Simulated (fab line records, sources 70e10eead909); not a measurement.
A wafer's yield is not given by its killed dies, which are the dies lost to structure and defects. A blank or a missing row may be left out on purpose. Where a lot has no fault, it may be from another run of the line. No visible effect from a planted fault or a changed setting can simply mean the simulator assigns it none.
Struck lot and sound lot, side by side	flow nand harc	17 steps out of a route of 1159
Sound: the wafers L901.2, L901.5, L901.6. Wafers L920.2, L920.5, L920.6 were the ones struck. The cause is given at the end.
Order at every step that has rows: each side's tool, ch and its chambers, its first start. Under that, the readings that differ: sound wafers	struck wafers	difference of the means	sigmas: that difference in standard deviations of wafers without a fault.
alike: a reading whose means differ by less than 2 such deviations, as well as words and numbers matching on both sides. not compared: withheld readings; readings where some wafer has no value; bounds like >300 that might hide an equal value; numbers whose values overlap and for which the record gives no deviation.
A row with sigmas, a row that says differs or no value, or rows on one side alone: a step with any of these is where the two part. Non-overlapping numbers with no deviation appear without sigmas and do not part them. A reading that every wafer of one side lacks parts them only if that side has two wafers or more.

NHARC_P_GATE_CD_MEAS_46: target cd 720 nm.
  sound on cd sem-03 ch 0, day 6 01:27; struck on cd sem-01 ch 0, day 10 08:11
  alike: cd nm
then, 1 step without rows for these wafers: NHARC_P_GATE_HARDBAKE_47 (time 80 s).
NHARC_P_GATE_DESCUM_48: chemistry O2, time 3 s.
  sound on rie diel-03 ch 0,3, day 6 01:38; struck on rie diel-01 ch 1,2, day 10 08:21
  alike: drypump motor current A, oes product au, rf vpp V, showerhead plenum p Torr, throttle valve pct
  not compared: rf hours counter h
following that, these wafers have no rows for 1 step: NHARC_P_GATE_IMPLANT_49.
NHARC_P_GATE_STRIP_111: strips in N2/H2, time 250 s.
  sound on plasma asher-02 ch 0,1, day 6 01:59; struck on plasma asher-02 ch 0,1, day 10 08:46
  alike: heater power w
  not compared: rf hours counter h
NHARC_P_GATE_STRIP_75: strips in O2.
  sound on plasma asher-02 ch 0,1, day 6 02:17; struck on plasma asher-02 ch 0,1, day 10 09:01
  alike: heater power w
  not compared: rf hours counter h
then, 6 steps without rows for these wafers: NHARC_P_GATE_STRIP_50 (strips in SPM, time 900 s); NHARC_P_GATE_DEHYDRATE_51 (time 120 s); NHARC_P_GATE_HMDS_52 (time 30 s); NHARC_P_GATE_COAT_53; NHARC_P_GATE_SOFTBAKE_54 (time 95 s); NHARC_P_GATE_EBR_55.
NHARC_P_GATE_EXPOSE_56: exposes mask P PSD, target cd 720 nm.
  sound on krf scanner-04 ch 0, day 6 03:04; struck on krf scanner-03 ch 0, day 10 09:41
reading	sound	struck	difference	sigmas
exposure dose mJ cm2	14.803 14.802 14.793	8.110 8.128 8.135	-6.675	-99 or more
  alike: mask
then, 2 steps without rows for these wafers: NHARC_P_GATE_PEB_57 (peb time 85 s); NHARC_P_GATE_DEVELOP_58 (time 70 s).
NHARC_P_GATE_CD_MEAS_59: target cd 720 nm.
  sound on cd sem-03 ch 0, day 6 03:13; struck on cd sem-03 ch 0, day 10 09:50
reading	sound	struck	difference	sigmas
cd nm (nm)	722.6 719.1 720.2	618.9 616.7 616.7	-103.2	-94
then, 1 step without rows for these wafers: NHARC_P_GATE_HARDBAKE_60 (time 80 s).

WHERE THEY PART
At NHARC_P_GATE_EXPOSE_56 first; at NHARC_P_GATE_CD_MEAS_59 last (within this record only).

WHY: whatever the simulator had introduced
Drift in process parameters on krf scanner-03 at NHARC_P_GATE_EXPOSE_56, starting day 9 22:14. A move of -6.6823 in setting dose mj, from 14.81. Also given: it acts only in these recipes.
